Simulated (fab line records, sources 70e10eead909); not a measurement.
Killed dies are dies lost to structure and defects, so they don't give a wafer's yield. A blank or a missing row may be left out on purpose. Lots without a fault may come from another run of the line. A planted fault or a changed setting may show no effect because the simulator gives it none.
One fault seen from 2 desks | flow nand_harc | each desk has only its own numbers; what lay behind them comes last

THE TOOL OWNER'S DESK: pecvd-01
The tool's own readings at NHARC_A_BONDPAD_DEP_00 (deposits SiCN, target thk 250 nm): means of the sampled wafers that have a number, for each lot that ran on this tool. A lot is out of limits, marked OUT, if its mean lies more than 4 standard deviations from the usual mean; the brackets give that distance.
Columns: A = heater_power_w at NHARC_A_BONDPAD_DEP_00, usual 612 W; B = rf_fwd_power_W at NHARC_A_BONDPAD_DEP_00, usual 449.0 W; C = showerhead_vpp_V at NHARC_A_BONDPAD_DEP_00, usual 1319 V
lot  | first seen here | A   | B               | C
L867 | day 18 07:04    | 595 | 450.0           | 1276
L870 | day 19 02:47    | 699 | 449.8           | 1272
L875 | day 20 02:02    | 611 | 449.6           | 1281
L877 | day 20 03:26    | 677 | 390.7 (-45) OUT | 1124
L878 | day 20 16:03    | 610 | 389.2 (-46) OUT | 1189
This desk's finding: out of limits on L877, L878; first on L877, day 20 03:26 (rf_fwd_power_W at NHARC_A_BONDPAD_DEP_00). In limits: L867, L870, L875.

THE METROLOGY DESK
What the gauges read, lot by lot, whatever tool the lot ran on: means of the sampled wafers that have a number. A lot is out of limits, marked OUT, if its mean lies more than 4 standard deviations from the usual mean; the brackets give that distance.
Columns: A = overlay_x_nm at NHARC_A_M1_OVL_MEAS_10, usual 0.2 nm; B = overlay_y_nm at NHARC_A_M1_OVL_MEAS_10, usual -0.3 nm; C = thk_nm at NHARC_A_BONDPAD_THK_MEAS_30, usual 199.2 nm
lot  | first seen here | A    | B    | C
L867 | day 18 03:32    | 0.5  | -1.0 | 199.5
L870 | day 18 23:23    | -0.0 | -0.2 | 199.3
L873 | day 19 10:42    | 1.3  | -0.5 | 198.3
L875 | day 19 22:16    | 0.9  | -0.0 | 198.2
L877 | day 19 23:42    | -0.1 | 1.1  | 199.6
L878 | day 20 12:31    | 0.3  | -1.0 | 199.2
L880 | day 20 17:25    | 0.1  | -0.9 | 199.0
L882 | day 21 00:47    | 0.8  | -0.2 | 199.5
L881 | day 21 03:46    | -0.5 | -0.8 | 198.6
L883 | day 21 21:59    | 0.5  | -0.9 | 197.9
L885 | day 21 22:19    | 0.6  | 0.1  | 201.4
L888 | day 22 10:28    | -0.1 | -0.4 | 199.0
This desk's finding: nothing out of limits on any of the 12 lots.

PUT TOGETHER
The tool owner's desk could have raised an alarm at day 20 03:26, on L877, L878.
The metrology desk saw nothing out of limits.
The metrology desk has L877, L878 on record, within its limits.
Of the lots named, all ran NHARC_A_BONDPAD_DEP_00 on pecvd-01.

WHAT THE SIMULATOR HAD PUT IN
Process parameter drift: pecvd-01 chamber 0, from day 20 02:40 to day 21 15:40, at NHARC_A_BONDPAD_DEP_00. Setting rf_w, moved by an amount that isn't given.
Lots struck among those shown: L877, L878.
Hours from the fault's start to each desk's first reading out of limits: the tool owner's desk, 1.
